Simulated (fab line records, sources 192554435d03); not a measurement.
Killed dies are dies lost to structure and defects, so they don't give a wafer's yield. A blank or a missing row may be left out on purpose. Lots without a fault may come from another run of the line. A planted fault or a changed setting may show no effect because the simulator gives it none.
Chamber matching | flow n5_finfet | N5_BEOL_M6_DEP_56 on pecvd-01: 3 sister chambers
The step deposits SiCN from 3MS/NH3, target thk 10 nm, time 17.5 s. 3 wafers are shown with their chamber, then 9 later ones without.

WAFERS WITH THEIR CHAMBER
wafer  | chamber | throttle_valve_pct (%)
L085.1 | 0       | 9.5
L085.2 | 2       | 8.7
L085.3 | 1       | 8.8

WAFERS WITHOUT THEIR CHAMBER
wafer  | throttle_valve_pct (%)
L091.2 | 9.1
L091.3 | 9.7
L091.6 | 9.1
L092.1 | 9.4
L092.2 | 8.9
L092.5 | 9.9
L094.1 | 10.0
L094.2 | 8.8
L094.4 | 9.6

WHICH CHAMBER EACH WENT THROUGH
wafer  | from the rows above          | in truth
L091.2 | can't be placed: 1 or 0 or 2 | 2
L091.3 | 0                            | 0
L091.6 | can't be placed: 1 or 0 or 2 | 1
L092.1 | can't be placed: 0 or 1      | 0
L092.2 | can't be placed: 1 or 2 or 0 | 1
L092.5 | 0                            | 0
L094.1 | 0                            | 0
L094.2 | can't be placed: 1 or 2      | 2
L094.4 | 0                            | 0
Placed correctly: 4 of 9. Can't be placed from these rows: 5 (the true chamber is among the candidates in 5). Placed wrongly: 0.
How it was worked out, from the rows above alone: a wafer's distance from a chamber is the root of the sum, over the readings, of the square of ((its reading less the chamber's mean) divided by the reading's scatter). The wafer belongs to the nearest chamber; if the next one is less than 2 further off, it can't be placed. A chamber's mean is the mean of its shown wafers. The scatter: with one shown wafer a chamber, the root of the mean of the squares of how far each hidden wafer lies from its nearest shown one.
